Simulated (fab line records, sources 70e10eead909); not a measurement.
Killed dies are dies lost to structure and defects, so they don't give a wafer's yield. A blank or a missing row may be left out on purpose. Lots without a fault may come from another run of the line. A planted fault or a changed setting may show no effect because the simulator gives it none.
Which tool did it? | flow nand_harc | 15 lots, 39 wafers sampled, at 5 steps of a route of 1302

WHAT THE GAUGES READ, wafer by wafer
NHARC_P_ZERO_WELL_CD_MEAS_52: target cd 2000 nm.
lot  | measured     | on        | cd_nm (nm)
L613 | day 2 01:45  | cd_sem-02 | 1998.7 2000.1 2001.1
L614 | day 2 11:49  | cd_sem-02 | 2000.5 2000.7 2001.6
L615 | day 2 22:08  | cd_sem-02 | 1999.2 2000.7 1999.4
L620 | day 4 23:43  | cd_sem-01 | 2000.6
L621 | day 5 09:48  | cd_sem-03 | 1999.1
L622 | day 5 20:04  | cd_sem-02 | 2000.8
L627 | day 7 21:50  | cd_sem-01 | 2001.6 2002.2 2000.7
L628 | day 8 07:56  | cd_sem-03 | 1999.6 2001.4 2000.4
L629 | day 8 17:43  | cd_sem-01 | 2000.5 2000.1 2000.0
L631 | day 9 13:39  | cd_sem-02 | 2000.8 2001.6 1997.0
L632 | day 9 23:35  | cd_sem-03 | 2001.7 2000.7 2001.8
L633 | day 10 09:45 | cd_sem-02 | 2001.4 2000.9 2000.4
L634 | day 10 19:47 | cd_sem-02 | 2000.5 2001.7 1999.5
L635 | day 11 05:45 | cd_sem-02 | 2001.4 2004.2 2002.2
L636 | day 11 15:45 | cd_sem-03 | 1999.9 2001.0 2002.0

NHARC_P_STI_OVL_MEAS_10.
lot  | measured     | on         | overlay_x_nm (nm) | overlay_y_nm (nm)
L613 | day 3 02:35  | overlay-01 | 1 1 1             | -7 -7 -8
L614 | day 3 09:13  | overlay-01 | 6 7 6             | -4 -4 -4
L615 | day 3 15:56  | overlay-01 | 0 0 0             | 5 5 5
L620 | day 5 18:35  | overlay-01 | 0                 | -5
L621 | day 6 03:07  | overlay-02 | -1                | -9
L622 | day 6 14:11  | overlay-02 | -3                | -11
L627 | day 8 15:08  | overlay-01 | 0 0 0             | -3 -2 -3
L628 | day 9 00:55  | overlay-01 | -2 -2 -3          | 5 5 4
L629 | day 9 11:38  | overlay-01 | 2 2 2             | -2 -1 -1
L631 | day 10 06:00 | overlay-01 | 10 10 10          | 2 3 2
L632 | day 10 17:35 | overlay-02 | -8 -8 -8          | 1 2 2
L633 | day 11 05:07 | overlay-01 | -4 -4 -4          | 3 3 2
L634 | day 11 13:54 | overlay-02 | -2 -2 -2          | -7 -7 -7
L635 | day 12 02:02 | overlay-01 | 1 1 1             | 2 2 2
L636 | day 12 12:05 | overlay-01 | -3 -2 -3          | -4 -3 -2

NHARC_P_STI_OCD_MEAS_17.
lot  | measured     | on     | trench_depth_nm (nm) | trench_foot_cd_nm (nm)
L613 | day 3 03:18  | ocd-02 | 300.5 301.0 299.1    | 158.6 155.6 157.7
L614 | day 3 09:55  | ocd-01 | 304.6 297.7 299.6    | 154.7 155.5 157.7
L615 | day 3 16:40  | ocd-01 | 300.7 300.0 301.5    | 159.1 161.1 158.5
L620 | day 5 19:17  | ocd-01 | 292.6                | 162.0
L621 | day 6 03:49  | ocd-01 | 303.3                | 157.6
L622 | day 6 14:55  | ocd-01 | 299.8                | 157.4
L627 | day 8 15:50  | ocd-01 | 299.8 296.4 296.3    | 157.5 158.2 155.6
L628 | day 9 01:39  | ocd-01 | 294.0 297.5 300.1    | 161.6 158.5 158.1
L629 | day 9 12:20  | ocd-01 | 303.5 300.5 303.0    | 157.7 160.8 158.6
L631 | day 10 06:42 | ocd-01 | 299.8 301.5 301.5    | 159.5 158.0 159.3
L632 | day 10 18:18 | ocd-01 | 297.0 303.7 302.2    | 156.2 156.6 154.9
L633 | day 11 05:50 | ocd-01 | 302.3 300.5 303.3    | 158.8 159.8 158.8
L634 | day 11 14:35 | ocd-02 | 300.1 296.2 299.0    | 155.7 156.9 153.8
L635 | day 12 02:44 | ocd-01 | 295.2 295.9 297.4    | 156.4 155.8 156.2
L636 | day 12 12:47 | ocd-02 | 299.2 297.8 299.4    | 155.1 155.4 158.0

NHARC_END_SORT_01.
lot  | measured     | on        | killed_at_array | killed_at_other | killed_at_periphery | killed_dies | killed_open | killed_short
L620 | day 29 13:47 | prober-02 | 68              | 0               | 65                  | 133         | 1           | 3
L621 | day 28 07:05 | prober-01 | 31              | 0               | 75                  | 106         | 6           | 2
L622 | day 30 05:10 | prober-01 | 37              | 0               | 72                  | 109         | 5           | 1

WHICH TOOL RAN EACH LOT (tool, then ch and the chambers of the sampled wafers, then the start)
lot  | NHARC_P_STI_HDPCVD_20
L613 | hdpcvd-01 ch 0,1, day 3 11:41
L614 | hdpcvd-01 ch 0,1, day 3 18:49
L615 | hdpcvd-01 ch 0,1, day 4 02:05
L620 | hdpcvd-01 ch 1, day 6 03:50
L621 | hdpcvd-01 ch 1, day 6 12:56
L622 | hdpcvd-01 ch 1, day 7 00:56
L627 | hdpcvd-01 ch 0,1, day 9 06:42
L628 | hdpcvd-01 ch 0,1, day 9 10:12
L629 | hdpcvd-01 ch 0,1, day 9 21:04
L631 | hdpcvd-01 ch 0,1, day 10 15:35
L632 | hdpcvd-01 ch 0,1, day 11 03:14
L633 | hdpcvd-01 ch 0,1, day 11 15:05
L634 | hdpcvd-01 ch 0,1, day 11 23:09
L635 | hdpcvd-01 ch 0,1, day 12 11:46
L636 | hdpcvd-01 ch 0,1, day 12 21:19
- NHARC_P_STI_HDPCVD_20: deposits SiO2.

WHAT THE TOOLS THEMSELVES READ (means of the sampled wafers that have a number; where no wafer has one, the mark that the record gives instead)
The record holds no such reading with a usual standard deviation.

THE ANSWER, worked out from the rows above alone
Rule: what is usual is taken from the lots themselves. Put in order of their means at a reading, lots are off if they are a third of the lots or fewer, leave a main group of 4 or more, and stand apart from it by a gap of 3 or more times the standard deviation of the main group's means; of several such gaps the widest counts. A main group whose means are all the same, to the digits that the tables above print for the reading, isn't used. A lot without any number at a reading at which 4 lots or more have one is off too. The other lots that the step has rows for count as sound. The gauges are gone through in route order, then the tools' own readings, and for those a lot's mean is taken as printed above. The first step at which some lot is off is used, and at that step the reading that is off furthest; a lot without a number counts as furthest.
No lot is off at any reading shown: from this, nothing can be told.

WHAT THE SIMULATOR HAD PUT IN
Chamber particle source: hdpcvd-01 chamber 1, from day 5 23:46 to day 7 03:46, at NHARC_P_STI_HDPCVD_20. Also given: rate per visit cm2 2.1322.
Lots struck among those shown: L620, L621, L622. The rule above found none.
